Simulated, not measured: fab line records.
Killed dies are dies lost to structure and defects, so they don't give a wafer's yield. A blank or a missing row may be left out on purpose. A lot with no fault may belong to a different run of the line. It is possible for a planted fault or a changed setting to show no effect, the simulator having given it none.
Split-lot study + flow n5_finfet + 7 lots, 21 wafers read, on a route of 1938 steps

== ABOUT THE SPLIT ==
At N5_BEOL_M1_TRENCH_ETCH_37 (etches SiOC in C4F6/O2, target depth 55.207 nm, time 29 s), the setting source_w was moved away from the recipe's 355 W on 7 of the 21 wafers read, by -17.6% to +15.5%. The other wafers ran this setting at the recipe's value.

== FROM THE SPLIT TO THE READING: what the file shows between them, 2 steps ==
- N5_BEOL_M1_ETCH_41: etches SiCN in CH3F/O2, target depth 31.9 nm, time 57.8 s
- N5_BEOL_M1_STRIP_97: strips in N2/H2, time 10 s

== THE READING ==
trench_depth_nm, in nm, at N5_BEOL_M1_OCD_MEAS_38. On this fab line, fault-free wafers typically give 55.2 nm with a standard deviation of 0.76 nm.

| wafer  | tool, chamber at the split | source_w as run, W | against the recipe | trench_depth_nm, nm | against lot-mates on the recipe |
|--------|----------------------------|--------------------|--------------------|---------------------|---------------------------------|
| L075.1 | rie_diel-05, 1             | 326.2              | -8.1%              | 53.5                | -1.7                            |
| L075.3 | rie_diel-05, 3             | 355                | recipe             | 54.9                | -                               |
| L075.6 | rie_diel-05, 0             | 355                | recipe             | 55.5                | -                               |
| L081.2 | rie_diel-03, 1             | 403.7              | +13.7%             | 56.9                | +2.1                            |
| L081.5 | rie_diel-03, 0             | 355                | recipe             | 54.4                | -                               |
| L081.6 | rie_diel-03, 3             | 355                | recipe             | 55.2                | -                               |
| L083.1 | rie_diel-01, 1             | 312.6              | -11.9%             | 52.7                | -3.4                            |
| L083.3 | rie_diel-01, 0             | 355                | recipe             | 56.3                | -                               |
| L083.4 | rie_diel-01, 1             | 355                | recipe             | 56.0                | -                               |
| L086.2 | rie_diel-03, 3             | 409.9              | +15.5%             | 57.7                | +3.7                            |
| L086.4 | rie_diel-03, 1             | 355                | recipe             | 53.7                | -                               |
| L086.6 | rie_diel-03, 0             | 355                | recipe             | 54.4                | -                               |
| L088.1 | rie_diel-01, 2             | 292.5              | -17.6%             | 52.0                | -4.3                            |
| L088.3 | rie_diel-01, 3             | 355                | recipe             | 56.3                | -                               |
| L088.6 | rie_diel-01, 2             | 292.5              | -17.6%             | 52.2                | -4.1                            |
| L093.1 | rie_diel-05, 3             | 374.9              | +5.6%              | 56.3                | +0.8                            |
| L093.2 | rie_diel-05, 2             | 355                | recipe             | 56.7                | -                               |
| L093.4 | rie_diel-05, 0             | 355                | recipe             | 54.3                | -                               |
| L095.2 | rie_diel-01, 3             | 355                | recipe             | 56.0                | -                               |
| L095.4 | rie_diel-01, 1             | 355                | recipe             | 55.0                | -                               |
| L095.6 | rie_diel-01, 3             | 355                | recipe             | 56.2                | -                               |

FIT RESULTS
A straight line over all 21 wafers: trench_depth_nm changes by +0.172 nm for each +1% of source_w; r = +0.87; the points scatter about the line by 0.8 nm.
The same after taking each lot's own level away (the mean of its wafers on the recipe; 21 wafers): +0.226 nm for each +1%; r = +0.96; scatter 0.57 nm.
According to that fit, moving source_w by its largest amount changes the reading by 4 nm.
Measured against the standard deviation above, the lots' own levels, which go from 54.05 to 56.30 nm, span 3.0 times it.
Hence the slope depends on the lot-to-lot level, as the two fits are not the same.
Check: -4.01 nm against its lot-mates is what the line predicts for one of the wafers moved furthest among these (-17.6%) when that wafer is left out of the fit. Against them it came out at -4.3 nm.
Tool readings at the split's step, against how far the setting was moved: rf_vpp_V r = -0.96.

== THE OTHER SPLITS THESE WAFERS WENT THROUGH ==
Note: prior to the reading, these wafers also went through further splits. Each is held against what the fit with the lots' levels taken away leaves over:
| other split on the same wafers               | wafers away from the commonest value | r with trench_depth_nm (lot level and that fit taken away) |
|----------------------------------------------|--------------------------------------|------------------------------------------------------------|
| N5_GATE_CUT_DESCUM_18 time_s                 | 12                                   | -0.03                                                      |
| N5_MOL_CONTACT_COAG_ETCH_105 bias_w          | 6                                    | -0.49                                                      |
| N5_MOL_CONTACT_COAG_CONTACT_ETCH_14 source_w | 8                                    | -0.18                                                      |
| N5_MOL_CONTACT_COAG_EXPOSE_37 dose_mj        | 8                                    | +0.39                                                      |
| N5_MOL_CONTACT_COAG_ALD_133 ald_cycles       | 4                                    | +0.24                                                      |
| N5_BEOL_M0_SAQP_MANDREL_ETCH_20 icp_w        | 5                                    | +0.44                                                      |
| N5_BEOL_M1_VIA_ETCH_34 time_s                | 5                                    | -0.16                                                      |

== THE WHOLE CHAIN: every reading that the file lists as answering this split, in the file's order ==
| step                      | what it does                                              | reading                                                                   | change (the file's fit)               | r (the file's) |
|---------------------------|-----------------------------------------------------------|---------------------------------------------------------------------------|---------------------------------------|----------------|
| N5_BEOL_M1_TRENCH_ETCH_37 | etches SiOC in C4F6/O2, target depth 55.207 nm, time 29 s | rf_vpp_V                                                                  | -3.63 V for each +1% of the setting   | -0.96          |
| N5_BEOL_M1_TRENCH_ETCH_37 | etches SiOC in C4F6/O2, target depth 55.207 nm, time 29 s | etch.depth_nm (the simulator's own value, which no gauge read)            | +0.218 nm for each +1% of the setting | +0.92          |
| N5_BEOL_M1_TRENCH_ETCH_37 | etches SiOC in C4F6/O2, target depth 55.207 nm, time 29 s | BEOL_M1.feature_depth_nm (the simulator's own value, which no gauge read) | +0.213 nm for each +1% of the setting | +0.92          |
| N5_BEOL_M1_OCD_MEAS_38    |                                                           | trench_depth_nm                                                           | +0.222 nm for each +1% of the setting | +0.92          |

== FILE'S OWN FIT ==
trench_depth_nm changes by +0.222 nm for each +1% of source_w, r = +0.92.
